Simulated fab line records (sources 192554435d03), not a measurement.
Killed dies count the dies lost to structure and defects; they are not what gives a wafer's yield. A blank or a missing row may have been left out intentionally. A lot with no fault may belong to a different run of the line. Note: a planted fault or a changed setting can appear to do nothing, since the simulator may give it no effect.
Comparing a struck lot with a sound one    flow n5Finfet    38 steps out of a route of 1938
Sound: the wafers L609.1, L609.2, L609.4. Struck: wafer L601.3 (left out: L601.1, L601.5 of the same lot, which were not struck); the cause appears at the end.
For every step that has rows: the tool of each side, followed by ch and its chambers, followed by its first start. Under that, the readings that differ: sound wafers    struck wafers    difference of the means    sigmas: that difference in standard deviations of wafers without a fault.
alike: same words and numbers on both sides, and readings whose means sit less than 2 such deviations apart. not compared: any withheld reading, any reading some wafer has no value for, any bound like >300 that may hide the same value, and any number with overlapping values for which the record gives no deviation.
Wherever a step has rows on one side only, a row that says differs or no value, or a row with sigmas, the two part there. When numbers do not overlap yet have no deviation, they are printed without sigmas and do not part them. A reading that every wafer of one side lacks parts them only if that side has two wafers or more.

first, 9 steps without rows for these wafers: N5_PMOS_HMC_CHANNEL_EPI_SRD_25 (time 30 s); N5_PMOS_HMC_CHANNEL_EPI_EPI_26 (deposits Si from SiH4/H2, target thk 3.8 nm, time 22.7 s); N5_FIN_SAQP_PRECLEAN_42 (cleans in O3/DIW, time 60 s); N5_FIN_SAQP_PRECLEAN_00 (cleans in SC1, time 60 s); N5_FIN_SAQP_PRECLEAN_44 (cleans in SC2, time 45 s); N5_FIN_SAQP_SRD_01 (time 30 s); N5_FIN_SAQP_ALD_61 (deposits SiO2, target thk 4 nm, pulse time 1 s, purge time 2 s); N5_FIN_SAQP_DENSIFY_62 (time 60 s); N5_FIN_SAQP_HM_DEP_03 (deposits SiNx from SiH4/NH3/N2, target thk 38 nm, time 33.6 s).
N5_FIN_SAQP_PECVD_47: deposits a-Si from SiH4/He, target thk 45 nm, time 36.3 s.
  sound on pecvd-01 ch 0,1,2, day 7 10:21; struck on pecvd-03 ch 0, day 5 08:50
reading           sound         struck  difference  sigmas
heaterPowerW (W)  1063 905 849  649     -290        -3
  alike: showerheadPlenumPTorr, showerheadVppV, throttleValvePct
  not compared: sinceWetCleanH
then, 25 steps without rows for these wafers: N5_FIN_SAQP_PECVD_48 (deposits SiNx from SiH4/NH3/N2, target thk 25 nm, time 22.1 s); N5_FIN_SAQP_PECVD_06 (deposits a-Si from SiH4/He, target thk 60 nm, time 48.1 s); N5_FIN_SAQP_HM_DEP_72 (deposits SiO2 from SiH4/N2O, target thk 12 nm, time 7.2 s); N5_FIN_SAQP_COAT_49 (time 60 s, resist thk 100 nm); N5_FIN_SAQP_COAT_50 (time 60 s, resist thk 35 nm); N5_FIN_SAQP_COAT_10 (resist thk 90 nm); N5_FIN_SAQP_EBR_12; N5_FIN_SAQP_SOFTBAKE_11 (time 60 s); N5_FIN_SAQP_EXPOSE_13 (exposes mask FIN CORE, target cd 35.6 nm); N5_FIN_SAQP_PEB_14 (peb time 60 s); N5_FIN_SAQP_DEVELOP_15 (develop time 30 s); N5_FIN_SAQP_DESCUM_21 (chemistry O2, time 7.9 s); N5_FIN_SAQP_ETCH_51 (etches SiARC in CF4, target depth 45.5 nm, time 75.8 s); N5_FIN_SAQP_ETCH_52 (etches SOC in N2/H2, target depth 100 nm, overetch 20 nm, time 150 s); N5_FIN_SAQP_STRIP_53 (strips in N2/H2); N5_FIN_SAQP_HM_OPEN_73 (chemistry CHF3/O2, target SiO2, stops on a-Si, target depth 12 nm, time 16.8 s); N5_FIN_SAQP_STRIP_74 (strips in CHF3/O2); N5_FIN_SAQP_MANDREL_ETCH_22 (etches a-Si in HBr/Cl2, stops on SiNx, target depth 60 nm, bt time 10 s, time 30 s); N5_FIN_SAQP_STRIP_55 (strips in N2/H2); N5_FIN_SAQP_STRIP_23 (strips in SPM, time 750 s); N5_FIN_SAQP_SRD_66 (time 30 s); N5_FIN_SAQP_RECESS_75 (chemistry HF/NH3, target SiO2, target depth 14.4 nm, afs cycles 3, sublimation time 60 s); N5_FIN_SAQP_SPACER1_ALD_24 (deposits SiO2, target thk 20.3 nm, pulse time 1 s, purge time 2 s); N5_FIN_SAQP_SPACER1_ETCHBACK_25 (etches SiO2 in CHF3/O2, target depth 24.4 nm, time 12.2 s); N5_FIN_SAQP_MANDREL1_REMOVE_56 (chemistry HBr/Cl2/O2, target a-Si, stops on SiNx, bt time 10 s).
N5_FIN_SAQP_MANDREL_ETCH_58: etches a-Si in HBr/Cl2, stops on SiNx, target depth 45 nm, bt time 10 s, time 27 s.
  sound on rieSi-01 ch 1,2,3, day 7 13:58; struck on rieSi-01 ch 1, day 5 12:42
reading              sound              struck  difference  sigmas
oesProductAu (a.u.)  0.690 0.684 0.685  0.590   -0.096      -7
  alike: drypumpMotorCurrentA, throttleValvePct
  not compared: rfHoursCounterH
-- a jump in the record: the struck wafers' starts before and after are 6 days apart (it breaks off in module FIN_SAQP and resumes in module BEOL_M4, where the first step shown is number 1111 of the route) --
N5_BEOL_M4_RC_MEAS_101:
  sound on prober-02 ch 0, day 14 07:03; struck on prober-02 ch 0, day 11 17:24
reading        sound           struck  difference  sigmas
SS_N (mV/dec)  70.7 70.8 70.7  72.6    +1.9        +2
  alike: DIBL_N, DIBL_P, IOFF_N, IOFF_P, ION_N, ION_P, SS_P, VT_N, VT_P
-- a jump in the record: the struck wafers' starts before and after are 5 days apart (it breaks off in module BEOL_M4 and resumes in module PASSIVATION, where the first step shown is number 1936 of the route) --
N5_PASSIVATION_PROBE_49:
  sound: prober-01 at day 18 15:46; struck: prober-02 at day 16 08:48
reading      sound  struck  difference  sigmas
killedOnRim  10 9   30      +20         +5
  alike: defectLimitedYield, killed_at_M0_to_M3, killed_at_M4_up, killedAtContacts, killedAtFrontEnd, killedAtOther, killedDies, killedOpen, killedShort, sort_bin_5_function, sort_bin_6_memory, sortNPass, sortYieldPct

## WHERE THEY PART
Earliest at N5_FIN_SAQP_PECVD_47; latest, in this record, at N5_PASSIVATION_PROBE_49.

WHY: what had been put in by the simulator
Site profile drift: pecvd-03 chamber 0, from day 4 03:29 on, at N5_FIN_SAQP_PECVD_47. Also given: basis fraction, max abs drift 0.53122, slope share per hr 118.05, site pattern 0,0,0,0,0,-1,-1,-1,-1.
